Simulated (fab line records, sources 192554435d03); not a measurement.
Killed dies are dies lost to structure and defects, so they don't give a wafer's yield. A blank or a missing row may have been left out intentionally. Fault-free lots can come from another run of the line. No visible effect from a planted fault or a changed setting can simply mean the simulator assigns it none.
Chamber matching || flow n5Finfet || N5_FIN_SAQP_PECVD_48 on pecvd-03 has 3 sister chambers
The step deposits SiNx from SiH4/NH3/N2, target thk 25 nm, time 22.1 s. 6 wafers are shown with their chamber, then 8 later ones without.

## WAFERS PAIRED WITH THEIR CHAMBERS
{"wafer": "L087.5", "chamber": 0, "throttleValvePct (%)": 40.9, "showerheadPlenumPTorr (Torr)": 5.17}
{"wafer": "L088.5", "chamber": 2, "throttleValvePct (%)": 37.0, "showerheadPlenumPTorr (Torr)": 5.06}
{"wafer": "L090.1", "chamber": 0, "throttleValvePct (%)": 41.2, "showerheadPlenumPTorr (Torr)": 5.17}
{"wafer": "L090.2", "chamber": 1, "throttleValvePct (%)": 43.6, "showerheadPlenumPTorr (Torr)": 5.18}
{"wafer": "L090.3", "chamber": 2, "throttleValvePct (%)": 37.1, "showerheadPlenumPTorr (Torr)": 5.07}
{"wafer": "L092.4", "chamber": 1, "throttleValvePct (%)": 43.6, "showerheadPlenumPTorr (Torr)": 5.17}

## WAFERS WITH NO CHAMBER GIVEN
{"wafer": "L092.5", "throttleValvePct (%)": 41.1, "showerheadPlenumPTorr (Torr)": 5.19}
{"wafer": "L092.6", "throttleValvePct (%)": 37.1, "showerheadPlenumPTorr (Torr)": 5.08}
{"wafer": "L093.1", "throttleValvePct (%)": 36.8, "showerheadPlenumPTorr (Torr)": 5.07}
{"wafer": "L093.4", "throttleValvePct (%)": 37.3, "showerheadPlenumPTorr (Torr)": 5.07}
{"wafer": "L093.6", "throttleValvePct (%)": 44.1, "showerheadPlenumPTorr (Torr)": 5.17}
{"wafer": "L097.1", "throttleValvePct (%)": 37.0, "showerheadPlenumPTorr (Torr)": 5.06}
{"wafer": "L097.3", "throttleValvePct (%)": 44.2, "showerheadPlenumPTorr (Torr)": 5.16}
{"wafer": "L097.6", "throttleValvePct (%)": 43.9, "showerheadPlenumPTorr (Torr)": 5.18}

## EACH ONE'S CHAMBER
{"wafer": "L092.5", "from the rows above": 0, "in truth": 0}
{"wafer": "L092.6", "from the rows above": 2, "in truth": 2}
{"wafer": "L093.1", "from the rows above": 2, "in truth": 2}
{"wafer": "L093.4", "from the rows above": 2, "in truth": 2}
{"wafer": "L093.6", "from the rows above": 1, "in truth": 1}
{"wafer": "L097.1", "from the rows above": 2, "in truth": 2}
{"wafer": "L097.3", "from the rows above": 1, "in truth": 1}
{"wafer": "L097.6", "from the rows above": 1, "in truth": 1}
8 of 8 placed correctly. Can't be placed from these rows: 0. Wrongly placed: 0.
How it was worked out, from the rows above alone: a wafer's distance from a chamber is the root of the sum, over the readings, of the square of ((its reading less the chamber's mean) divided by the reading's scatter). The wafer belongs to the nearest chamber; if the next one is less than 2 further off, it can't be placed. Each chamber's mean is taken over the wafers shown for it. How the scatter is found: for the shown wafers, subtract from each reading the mean of its chamber, square and add these, divide the total by (wafers less chambers), then take the root.
